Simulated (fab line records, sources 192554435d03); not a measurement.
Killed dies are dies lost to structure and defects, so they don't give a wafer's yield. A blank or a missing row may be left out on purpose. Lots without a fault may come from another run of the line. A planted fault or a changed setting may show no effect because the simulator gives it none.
fab line records | flow n5_finfet
record lots=5 wafers=15 last_day=18
route steps=1938 shown BEOL_M5@1141 PASSIVATION@1936
lots that met no fault: from a run of the same line without faults
start_h: hours from the record's first day to the start of the lot's first wafer shown | wait_h: hours since the lot's step before | " the same as in the row above | L1.1+2: a row that stands for several wafers | - no value, or no start given | * or withheld: withheld | < > ~ a bound
route shown NAME@n: a module of which the file shows steps, and the number in the route of the first | usual: mean/standard deviation of fault-free wafers | same: alike in all rows | chamber/n: place in a boat | sites: the reading at each site | _std_site: their standard deviation | _edge_site: outer sites' mean less inner sites' | radius_mm: how far each site lies from the wafer's centre | mask NAME#n: copy n | behind: the tool/chamber that last shaped the wafer | hold: why the lot was held/for how many hours/how that ended | device: the transistor (n, p or np) that didn't switch | end of line: the same wafers' tests at the end of the route | a step without rows: its recipe alone | killed: dies lost to structure and defects at the first sort, not the wafer's yield | map: a wafer's dies, x killed, . not, _ none there
set.NAME: the setting as run; set.NAME@STEP: as run at that earlier step | model.NAME: the simulator's own value behind a step, which no gauge read
lots at some steps of the route; a table a step, a row a wafer
services: from which hour (start_h, from the record's first day; less than 0 if before it) a tool's chamber was out of use, for how many hours, and why
## steps
# step N5_BEOL_M5_COAT_74
# recipe resist=underlayer temp_c=205 time_s=60 spin_rpm=1500 resist_thk_nm=5
# step N5_BEOL_M5_COAT_22
# recipe resist=CAR-EUV spin_rpm=1500 resist_thk_nm=30
# step N5_BEOL_M5_EBR_24
# recipe solvent=PGMEA ebr_width_mm=1.5
# step N5_BEOL_M5_SOFTBAKE_23
# recipe temp_c=110 time_s=60 resist=CAR-EUV
# step N5_BEOL_M5_EXPOSE_25
# recipe mask_id=V4 na=0.33 source_shape=quasar sigma_inner=0.2 sigma_outer=0.6 polarization=unpolarized defocus_nm=10 dose_mj=52.75
# step N5_BEOL_M5_PEB_26
# recipe peb_temp_c=100 peb_time_s=60 resist=CAR-EUV
# step N5_BEOL_M5_DEVELOP_27
# recipe develop_time_s=30 developer=TMAH resist=CAR-EUV rinse_liquid=surfactant_rinse dry=air_spin dev_temp_c=23
# step N5_BEOL_M5_DESCUM_33
# recipe chemistry=O2 time_s=7 source_power_w=50 bias_power_w=20 pressure_mtorr=20 rf_frequency_hz=2.712e+07 temp_c=40 resist=CAR-EUV o2_flow_sccm=225
# step N5_BEOL_M5_ETCH_75
# recipe chemistry=N2/H2 target=underlayer target_depth_a=65 mask_material=CAR-EUV time_s=5.2 ion_energy_ev=200 pressure_mtorr=30 source_w=840 bias_w=150 n2_flow_sccm=200 h2_flow_sccm=200 ends=cleared
# step N5_BEOL_M5_ETCH_67
# recipe chemistry=CF4 target=SiARC target_depth_a=156 mask_material=CAR-EUV time_s=26 ion_energy_ev=80 pressure_mtorr=40 source_w=545 bias_w=36 Ar_flow_sccm=100 cf4_flow_sccm=100 ends=cleared
# usual chamber_pressure_mTorr=40.00/0.036 drypump_motor_current_A=5.6/0.46 etch_rf_on_time_s=26.2/0.68 oes_product_au=0.69/0.088 rf_vpp_V=184.3/1.2 showerhead_plenum_p_Torr=2.16/0.069 throttle_valve_pct=15.48/0.22
# columns lot.wafer tool chamber start_h wait_h chamber_pressure_mTorr drypump_motor_current_A etch_rf_on_time_s oes_product_au rf_hours_counter_h rf_vpp_V showerhead_plenum_p_Torr throttle_valve_pct
L690.1 rie_diel-02 2 202.46 0.0 39.99 5.6 27.1 0.60 191 184.9 2.20 15.43
L690.3 " 1 " " 39.98 6.4 26.9 0.65 131 183.0 2.08 15.79
L690.6 " 3 " " 39.98 6.0 27.1 0.61 - 181.7 2.06 15.77
L698.2 rie_diel-02 2 282.04 0.0 40.01 5.6 27.6 0.59 222 186.3 2.19 15.50
L698.4 " 3 " " 40.03 6.0 27.1 0.60 224 182.1 2.05 15.83
L698.6 " 2 " " 40.02 5.5 27.4 0.60 - 185.5 2.19 15.51
L699.1 rie_diel-02 1 293.83 0.0 40.05 6.4 26.8 0.62 162 182.8 2.07 15.84
L699.2 " 2 " " 40.06 5.6 27.1 0.59 225 182.6 2.19 15.49
L699.4 " 3 " " 39.93 6.0 26.8 0.60 228 182.1 2.05 15.82
L705.1 rie_diel-02 1 312.28 0.0 39.97 6.4 26.6 0.63 167 182.7 2.07 15.84
L705.2 " 3 " " 39.95 6.0 26.6 0.60 232 182.7 2.05 15.85
L705.3 " 2 " " 40.01 5.6 27.3 0.59 229 184.4 2.18 15.51
L708.3 rie_diel-05 1 338.27 0.0 40.02 5.4 25.6 0.70 98 184.8 2.25 15.43
L708.4 " 0 " " 40.02 5.6 26.2 0.75 38 183.7 2.09 15.48
L708.5 " 2 " " 40.05 5.5 25.7 0.79 - 184.9 2.28 15.36
# step N5_BEOL_M5_ETCH_68
# recipe chemistry=N2/H2 target=SOC target_depth_a=800 overetch_a=160 mask_material=SiARC temp_c=40 time_s=120 ion_energy_ev=200 pressure_mtorr=30 source_w=840 bias_w=150 n2_flow_sccm=200 h2_flow_sccm=200
# step N5_BEOL_M5_STRIP_69
# recipe chemistry=N2/H2 temp_c=40 n2_flow_sccm=200 h2_flow_sccm=200 rf_frequency_hz=6e+07
# step N5_BEOL_M5_STRIP_76
# recipe chemistry=N2/H2 temp_c=40 n2_flow_sccm=200 h2_flow_sccm=200 rf_frequency_hz=6e+07
# step N5_BEOL_M5_VIA_ETCH_34
# recipe chemistry=C4F6/O2 target=SiCOH_lowk target_depth_a=883 mask_material=SOC taper_deg=4 time_s=39.2 ion_energy_ev=250 pressure_mtorr=30 source_w=345 bias_w=185 Ar_flow_sccm=300 C4F6_flow_sccm=10 O2_flow_sccm=10
# step N5_BEOL_M5_STRIP_85
# recipe chemistry=C4F6/O2 resist=SiARC rf_frequency_hz=6e+07
# step N5_BEOL_M5_STRIP_36
# recipe chemistry=N2/H2 power_w=450 temp_c=40 pressure_mtorr=20 rf_frequency_hz=6e+07 overash_fraction=0.3 bias_power_w=7 h2_frac=0.5 n2_flow_sccm=200 h2_flow_sccm=200
# step N5_BEOL_M5_TRENCH_ETCH_37
# recipe chemistry=C4F6/O2 target_depth_a=716.52 target=SiCOH_lowk time_s=24.7 ion_energy_ev=250 pressure_mtorr=30 source_w=345 bias_w=185 Ar_flow_sccm=300 C4F6_flow_sccm=10 O2_flow_sccm=10
# step N5_BEOL_M5_ETCH_41
# recipe chemistry=CH3F/O2 target=SiCN target_depth_a=315 taper_deg=2 time_s=56.7 ion_energy_ev=120 mask_material=TiN pressure_mtorr=30 source_w=395 bias_w=75 Ar_flow_sccm=150 CH3F_flow_sccm=30 O2_flow_sccm=20
# step N5_BEOL_M5_STRIP_91
# recipe chemistry=N2/H2 time_s=10 power_w=450 temp_c=40 pressure_mtorr=20 rf_frequency_hz=6e+07 bias_power_w=7 n2_flow_sccm=200 h2_flow_sccm=200
# step N5_BEOL_M5_HM_STRIP_39
# recipe chemistry=peroxide_tin_strip material=TiN target_depth_a=250 temp_c=50 time_s=158
# step N5_BEOL_M5_SRD_40
# recipe time_s=30 temp_c=23 rinse_liquid=diw dry=ipa_marangoni
# step N5_BEOL_M5_PRECLEAN_42
# recipe chemistry=residue_remover time_s=60 temp_c=40
# step N5_BEOL_M5_SRD_43
# recipe time_s=30 temp_c=23 rinse_liquid=diw dry=ipa_marangoni
# step N5_BEOL_M5_CURE_80
# recipe temp_c=370 time_s=120 ambient=DMADMS/He material=SiCOH_lowk
# step N5_BEOL_M5_DEGAS_44
# recipe ambient=vacuum temp_c=250 time_s=60
# step N5_BEOL_M5_PRE_CLEAN_45
# recipe gas=H2/He time_s=30 temp_c=250
# step N5_BEOL_M5_ALD_86
# recipe material=TaN target_thk_a=* temp_c=275 ald_precursor_family=PDMAT ald_co_reactant=NH3 pressure_torr=3 carrier_flow_sccm=1500 pulse_time_s=2 purge_time_s=3 co_reactant_purge_time_s=2 co_reactant_pulse_time_s=3 ald_cycles=30 precursor_vessel_temp_c=75 precursor_vessel_pressure_torr=26.25 precursor_vessel_carrier_sccm=1000
# step N5_BEOL_M5_SURFACE_TREAT_87
# recipe gas=Ar time_s=* ion_energy_ev=* ion_current_ma_cm2=0.5 pressure_mtorr=* ar_flow_sccm=30
# step N5_BEOL_M5_CVD_47
# recipe material=Co target_thk_a=30 temp_c=withheld precursor=CCTBA/H2 pressure_torr=30 time_s=216
# step N5_BEOL_M5_SPUTTER_48
# recipe material=Cu target_thk_a=150 temp_c=-20 chamber_pressure_pa=0.07 power_w=withheld time_s=27.62
# step N5_BEOL_M5_ANNEAL_49
# recipe temp_c=400 time_s=1800 ambient=vacuum
# step N5_BEOL_M5_SPUTTER_81
# recipe material=Cu target_thk_a=150 temp_c=-20 chamber_pressure_pa=0.07 power_w=withheld time_s=27.62
# step N5_BEOL_M5_ANNEAL_82
# recipe temp_c=400 time_s=1800 ambient=vacuum
# step N5_BEOL_M5_SPUTTER_83
# recipe material=Cu target_thk_a=150 temp_c=-20 chamber_pressure_pa=0.07 power_w=withheld time_s=27.62
# step N5_BEOL_M5_ANNEAL_84
# recipe temp_c=400 time_s=1800 ambient=vacuum
# step N5_BEOL_M5_SPUTTER_88
# recipe material=Cu target_thk_a=150 temp_c=-20 chamber_pressure_pa=0.07 power_w=withheld time_s=27.62
# step N5_BEOL_M5_ANNEAL_89
# recipe temp_c=400 time_s=1800 ambient=vacuum
# step N5_PASSIVATION_PROBE_49
# usual defect_limited_yield=91.3/1.4 killed_at_M0_to_M3=34/10 killed_at_M4_up=14/5.5 killed_at_contacts=12/6 killed_at_front_end=40/10 killed_at_other=3.0/2.4 killed_dies=103/17 killed_on_rim=13/4.3 killed_open=68/13 killed_short=34/7.8 sort_bin_4_leakage=0.00/0.014 sort_bin_5_function=5.1/0.97 sort_bin_6_memory=3.3/0.66 sort_n_pass=1077/17 sort_yield_pct=91.2/1.4
# same gross_dies=1180 killed_at_back_side=0 sort_bin_8_speed[%]=0
# columns lot.wafer tool chamber start_h wait_h defect_limited_yield[%] killed_at_M0_to_M3 killed_at_M4_up killed_at_contacts killed_at_front_end killed_at_other killed_dies killed_on_rim killed_open killed_short sort_bin_4_leakage[%] sort_bin_5_function[%] sort_bin_6_memory[%] sort_n_pass sort_yield_pct[%]
L690.1 prober-02 - 294.82 0.0 91.2 22 15 9 57 1 104 12 71 33 0 5.4 3.1 1076 91.2
L690.3 prober-02 - 294.92 0.1 89.1 34 20 16 56 3 129 13 86 42 0 7.6 3.0 1051 89.1
L690.6 prober-02 - 295.07 0.3 91.7 43 3 6 43 3 98 11 65 33 0 5.3 2.6 1082 91.7
L698.2 prober-02 - 378.52 0.1 83.1 21 142 10 25 1 199 29 43 23 0 10.2 2.2 981 83.1
L698.4 prober-02 - 378.62 0.2 81.4 21 156 10 29 4 220 9 59 17 0 11.9 3.6 960 81.4
L698.6 prober-02 - 378.72 0.3 83.3 20 140 5 30 2 197 26 44 24 0 9.3 3.3 983 83.3
L699.1 prober-01 - 397.34 0.0 83.1 27 118 5 41 8 199 30 54 37 0 8.6 4.4 981 83.1
L699.2 prober-01 - 397.39 0.1 81.9 25 132 14 40 3 214 29 73 24 0 11.5 3.7 966 81.9
L699.4 prober-01 - 397.49 0.2 79.7 29 168 4 37 1 239 12 62 32 0 13.0 4.7 941 79.7
L705.1 prober-01 - 423.29 0.0 82.5 28 127 20 31 1 207 27 69 25 0 9.8 4.2 973 82.5
L705.2 prober-01 - 423.34 0.1 78.6 37 152 22 41 1 253 15 76 37 0 12.5 5.3 927 78.6
L705.3 prober-01 - 423.39 0.1 81.0 36 139 12 36 1 224 40 69 33 0 12.3 3.8 956 81.0
# killed by level:class
L690.1 FIN_SAQP:geometric_particle:open=21 FIN_SAQP:geometric_particle:short=13 BEOL_M0_SAQP:geometric_particle:open=8 BEOL_M4:geometric_particle:open=8 MOL_CONTACT_COAG:geometric_particle:open=7 BEOL_M0_SAQP:geometric_particle:short=7 STI_FIN_REVEAL:geometric_particle:open=6 DUMMY_GATE:geometric_particle:open=4
L690.3 FIN_SAQP:geometric_particle:open=24 MOL_CONTACT_COAG:geometric_particle:open=15 FIN_SAQP:geometric_particle:short=9 BEOL_M0_SAQP:geometric_particle:short=9 BEOL_M3:geometric_particle:open=8 BEOL_M1:geometric_particle:open=6 BEOL_M4:geometric_particle:open=6 STARTING-WAFER:geometric_particle:short=5
L690.6 FIN_SAQP:geometric_particle:open=16 BEOL_M3:geometric_particle:open=12 FIN_SAQP:geometric_particle:short=11 BEOL_M0_SAQP:geometric_particle:short=10 BEOL_M0_SAQP:geometric_particle:open=9 STI_FIN_REVEAL:geometric_particle:open=6 MOL_CONTACT_COAG:geometric_particle:open=5 STARTING-WAFER:geometric_particle:open=4
L698.2 BEOL_M5:unspecified=127 STI_FIN_REVEAL:geometric_particle:open=8 BEOL_M4:geometric_particle:open=6 MOL_CONTACT_COAG:geometric_particle:short=5 MOL_CONTACT_COAG:geometric_particle:open=5 BEOL_M0_SAQP:geometric_particle:short=4 BEOL_M0_SAQP:geometric_particle:open=4 BEOL_M2:geometric_particle:short=4
L698.4 BEOL_M5:unspecified=142 BEOL_M2:geometric_particle:open=11 MOL_CONTACT_COAG:geometric_particle:open=9 STI_FIN_REVEAL:geometric_particle:open=8 ILD0:geometric_particle:open=4 GATE_CUT:geometric_particle:open=3 FIN_SAQP:geometric_particle:short=2 STI_FIN_REVEAL:geometric_particle:short=2
L698.6 BEOL_M5:unspecified=122 BEOL_M4:geometric_particle:open=8 GATE_CUT:geometric_particle:short=5 MOL_CONTACT_COAG:geometric_particle:open=5 BEOL_M2:geometric_particle:open=5 HKMG_FIN:area_etch=5 FIN_SAQP:geometric_particle:open=3 GATE_CUT:geometric_particle:open=3
L699.1 BEOL_M5:unspecified=108 FIN_SAQP:geometric_particle:short=11 BEOL_M0_SAQP:geometric_particle:short=6 BEOL_M1:geometric_particle:open=6 BEOL_M4:geometric_particle:open=6 GATE_CUT:geometric_particle:short=5 GATE_CUT:geometric_particle:open=5 STARTING-WAFER:geometric_particle:open=5
L699.2 BEOL_M5:unspecified=113 FIN_SAQP:geometric_particle:open=14 MOL_CONTACT_COAG:geometric_particle:open=14 BEOL_M4:geometric_particle:open=9 BEOL_M3:geometric_particle:open=8 DUMMY_GATE:geometric_particle:open=6 FIN_SAQP:geometric_particle:short=5 STI_FIN_REVEAL:geometric_particle:open=5
L699.4 BEOL_M5:unspecified=144 BEOL_M4:geometric_particle:open=12 STI_FIN_REVEAL:geometric_particle:open=9 BEOL_M0_SAQP:geometric_particle:open=7 BEOL_M3:geometric_particle:open=7 GATE_CUT:geometric_particle:short=6 BEOL_M0_SAQP:geometric_particle:short=5 DUMMY_GATE:geometric_particle:open=4
L705.1 BEOL_M5:unspecified=112 MOL_CONTACT_COAG:geometric_particle:open=18 BEOL_M2:geometric_particle:open=8 BEOL_M4:geometric_particle:open=7 BEOL_M0_SAQP:geometric_particle:open=6 GATE_CUT:geometric_particle:open=6 BEOL_M0_SAQP:geometric_particle:short=6 FIN_SAQP:geometric_particle:open=5
L705.2 BEOL_M5:unspecified=140 MOL_CONTACT_COAG:geometric_particle:open=20 FIN_SAQP:geometric_particle:open=15 BEOL_M0_SAQP:geometric_particle:open=8 FIN_SAQP:geometric_particle:short=7 BEOL_M0_SAQP:geometric_particle:short=6 GATE_CUT:geometric_particle:short=5 BEOL_M1:geometric_particle:open=5
L705.3 BEOL_M5:unspecified=121 BEOL_M2:geometric_particle:open=12 BEOL_M4:geometric_particle:open=11 FIN_SAQP:geometric_particle:open=10 MOL_CONTACT_COAG:geometric_particle:open=9 FIN_SAQP:geometric_particle:short=8 BEOL_M0_SAQP:geometric_particle:short=8 BEOL_M0_SAQP:geometric_particle:open=7
# map L698.4 (x killed, . not)
_________________.......x....________________
______________.................._____________
___________........................__________
__________........x........x.....x.._________
________......x......................._______
_______...x..............x....x........______
______............x....................._____
_____.x....x..........x......x...........____
____................x............xx.......___
___....................................x...__
___........x....x.............x...x..x.....__
__........x...........x.x...x.............xx_
__..........x.....x.xxxxx.xx...x.x.........._
_.............x.x..xxxxxxxxx....x.x..........
_..x...........xxxxxxxxxxxxxxxx......x.......
_.............x.xxxxxxxxxxxx.x.....x.........
_.........x.....xxxxxxxxxxxxxxxx.........x...
_...x.....x.....x.xxxxxxxxxxxx...............
_...........x.x..xxxxxxxxxxxxxx....x.........
_...........x....xxxxxxxxxxxx.x.x....x.......
_..x............xxxxxxxxxxxxxx.............x.
__.......x........xxxxxxxxxxxx.............._
__....x..............xxxxxxx.x..........x..._
___................x..x.xx.x.x.............__
___....x.x..x.x..x......x...............x..__
____...............x........x....x........___
_____......................x......x......____
______......xx...................x......_____
_______.............x...x..............______
________....x................x..x....._______
__________x........................._________
___________x.......................__________
______________...............x.._____________
_________________........x...________________
# map L699.4 (x killed, . not)
_________________.......x...x________________
______________....x............._____________
___________........xx.......x......__________
__________.............x.xx........._________
________............x.x..............._______
_______......................x...x...x.______
______......xx.............x............_____
_____.......x.....x...x..................____
____............x...........x...........x.___
___......x.....x...........x...............__
___...........xx.x.xx......x............x..__
__.........x..x.xx..xx..x..................._
__..x.....xx........x.xxxxxx..x........x...._
_...................xxxxxxx..x.........x.....
_........x.......xxxxxxxxxxxxx...............
_................xxxxxxxxxxxxx...x...........
_.........x....xxxxxxxxxxxxxxx.........x.....
_...............x.xxxxxxxxxxxxxx......x.x....
_..............xxxxxxxxxxxxxxxxx..x..........
_.................xxxxxxxxxxxxx..........x...
_.....x.x........xxxxxxxxxxxxxx..............
__.....x.x.....x..xxxxxxxxxxxx.x....x...x.x._
__.x.....x....x...xxx.xxxxxxx.x............._
___........x....x....xxxx.x...............x__
___.........................x....x....x....__
____.........x.xx...x.....................___
_____..............................x.....____
______...............x.x.x........x....._____
_______x..........x.....xx.............______
________xx.......x....x..............x_______
__________..x.....................x._________
___________........x.....x.........__________
______________.........x.......x_____________
_________________............________________
## services
# columns tool chamber start_h hours kind
rie_diel-05 0 184.97 - clean
rie_diel-05 0 184.97 - consumable_replace:focus_ring
rie_diel-05 0 184.97 23.1 scheduled_down
rie_diel-05 0 184.97 23.1 vent_cycle
rie_diel-05 2 208.17 - clean
rie_diel-05 2 208.17 - consumable_replace:esc
rie_diel-05 2 208.17 - consumable_replace:focus_ring
rie_diel-05 2 208.17 - consumable_replace:showerhead
rie_diel-05 2 208.17 32.3 scheduled_down
rie_diel-05 2 208.17 32.3 vent_cycle
rie_diel-02 1 229.90 7.5 repair
rie_diel-02 0 237.40 - clean
rie_diel-02 0 237.40 - consumable_replace:focus_ring
rie_diel-02 0 237.40 18.5 scheduled_down
rie_diel-02 0 237.40 18.5 vent_cycle
rie_diel-05 3 269.26 - clean
rie_diel-05 3 269.26 - consumable_replace:focus_ring
rie_diel-05 3 269.26 18.0 scheduled_down
rie_diel-05 3 269.26 18.0 vent_cycle
rie_diel-05 1 270.40 3.0 repair
rie_diel-02 0 274.42 7.1 repair
rie_diel-05 1 330.57 3.3 repair
rie_diel-05 - 333.75 0.4 repair
## key
first_sign step=N5_PASSIVATION_PROBE_49 reading=killed_at_M4_up direction=up sigmas=23 usual=14 struck=142
effect step=N5_PASSIVATION_PROBE_49 reading=defect_limited_yield direction=down sigmas=6.8 usual=91.3 struck=81.6
more_kills_born_at N5_BEOL_M5_ETCH_67@rie_diel-02=1129
met_at N5_BEOL_M5_ETCH_67
struck_wafers L698.2,L698.4,L698.6,L699.1,L699.2,L699.4,L705.1,L705.2,L705.3
onset_between 202.46 282.04
fault kind=chamber_particle_source tool=rie_diel-02 chamber=- onset_h=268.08 steps=N5_BEOL_M5_ETCH_67 rate_per_visit_cm2=1.5117 end_h=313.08
